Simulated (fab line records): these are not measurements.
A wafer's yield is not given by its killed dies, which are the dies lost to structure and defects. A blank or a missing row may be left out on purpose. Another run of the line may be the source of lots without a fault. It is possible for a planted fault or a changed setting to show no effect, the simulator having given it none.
Split-lot study | flow n5Finfet | 21 wafers read across 7 lots, on a route 1938 steps long

## SPLIT DETAILS
At N5_BEOL_M14_COAT_58 (time 60 s, resist thk 89 nm), the setting spinRpm was moved away from the recipe's 1500 rpm on 6 of the 21 wafers read, by -8.7% to -2.9%. All remaining wafers had this setting at the recipe value.

## FROM THE SPLIT TO THE READING: what the file shows between them, 3 steps
- N5_BEOL_M14_COAT_04: resist thk 800 nm
- N5_BEOL_M14_EBR_06
- N5_BEOL_M14_DESCUM_15: chemistry O2, time 7.9 s

## THE READING
etch.depthNm (the simulator's own value, which no gauge read), in nm, at N5_BEOL_M14_ETCH_59 (etches BARC in N2/H2, target depth 89 nm, overetch 26.7 nm, time 67.9 s). No usual value for it is given in the file. The 15 wafers here that ran the recipe average 89.06 nm, standard deviation 0.36 nm.

wafer  | tool, chamber at the split | spinRpm as run, rpm | against the recipe | etch.depthNm, nm | against lot-mates on the recipe
L076.1 | lithoTrack-01, 0           | 1500                | recipe             | 89.68            | -
L076.4 | lithoTrack-01, 0           | 1500                | recipe             | 89.98            | -
L076.5 | lithoTrack-01, 0           | 1392                | -7.2%              | 93.2             | +3.37
L078.2 | lithoTrack-01, 0           | 1500                | recipe             | 88.94            | -
L078.5 | lithoTrack-01, 0           | 1457                | -2.9%              | 90.16            | +1.19
L078.6 | lithoTrack-01, 0           | 1500                | recipe             | 89               | -
L079.2 | lithoTrack-04, 0           | 1500                | recipe             | 89.18            | -
L079.3 | lithoTrack-04, 0           | 1426                | -4.9%              | 90.92            | +1.91
L079.5 | lithoTrack-04, 0           | 1500                | recipe             | 88.84            | -
L082.2 | lithoTrack-05, 0           | 1500                | recipe             | 89.17            | -
L082.4 | lithoTrack-05, 0           | 1500                | recipe             | 89.06            | -
L082.6 | lithoTrack-05, 0           | 1418                | -5.5%              | 91.86            | +2.74
L086.1 | lithoTrack-05, 0           | 1500                | recipe             | 88.55            | -
L086.5 | lithoTrack-05, 0           | 1445                | -3.7%              | 90.46            | +1.69
L086.6 | lithoTrack-05, 0           | 1500                | recipe             | 88.98            | -
L089.4 | lithoTrack-05, 0           | 1369                | -8.7%              | 93.19            | +4.17
L089.5 | lithoTrack-05, 0           | 1500                | recipe             | 89.12            | -
L089.6 | lithoTrack-05, 0           | 1500                | recipe             | 88.92            | -
L094.2 | lithoTrack-05, 0           | 1500                | recipe             | 89.2             | -
L094.3 | lithoTrack-05, 0           | 1500                | recipe             | 88.65            | -
L094.4 | lithoTrack-05, 0           | 1500                | recipe             | 88.65            | -

FIT RESULTS
A straight line over all 21 wafers: etch.depthNm changes by -0.488 nm for each +1% of spinRpm; r = -0.96; the points scatter about the line by 0.39 nm.
The same after taking each lot's own level away (the mean of its wafers on the recipe; 21 wafers): -0.466 nm for each +1%; r = -0.99; scatter 0.18 nm.
The reading moves by 4.1 nm for the largest change in spinRpm, on that fit.
From 88.765 to 89.830 nm: that is the span of the lots' own levels, equal to 2.9 times the standard deviation above.
Hence the lot-to-lot level has little effect on the slope; both slopes agree.
Check: for one of the wafers moved furthest among these (-8.7%), held out of the fit, the line's prediction against its lot-mates is +3.99 nm. Against them it came out at +4.17 nm.

## OTHER SPLITS APPLIED TO THESE WAFERS
Before the reading, these wafers also passed through other splits. Each is held against what the fit with the lots' levels taken away leaves over:
other split on the same wafers | wafers away from the commonest value | r with etch.depthNm (lot level and that fit taken away)
N5_BEOL_M7_ETCH_41 sourceW     | 4                                    | -0.15
N5_BEOL_M10_ILD_DEP_00 timeS   | 4                                    | +0.07
N5_BEOL_M11_VIA_ETCH_34 timeS  | 4                                    | -0.22
N5_BEOL_M14_ILD_DEP_00 timeS   | 5                                    | +0.10

## THE WHOLE CHAIN: every reading that the file lists as answering this split, in the file's order
step                | what it does                                                            | reading                                                                         | change (the file's fit)               | r (the file's)
N5_BEOL_M14_COAT_58 | time 60 s, resist thk 89 nm                                             | BARC_of_BEOL_M14_COAT_58.thkNm (the simulator's own value, which no gauge read) | -0.462 nm for each +1% of the setting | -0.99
N5_BEOL_M14_ETCH_59 | etches BARC in N2/H2, target depth 89 nm, overetch 26.7 nm, time 67.9 s | etch.depthNm (the simulator's own value, which no gauge read)                   | -0.464 nm for each +1% of the setting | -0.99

## FILE'S OWN FIT
etch.depthNm changes by -0.464 nm for each +1% of spinRpm, r = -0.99.
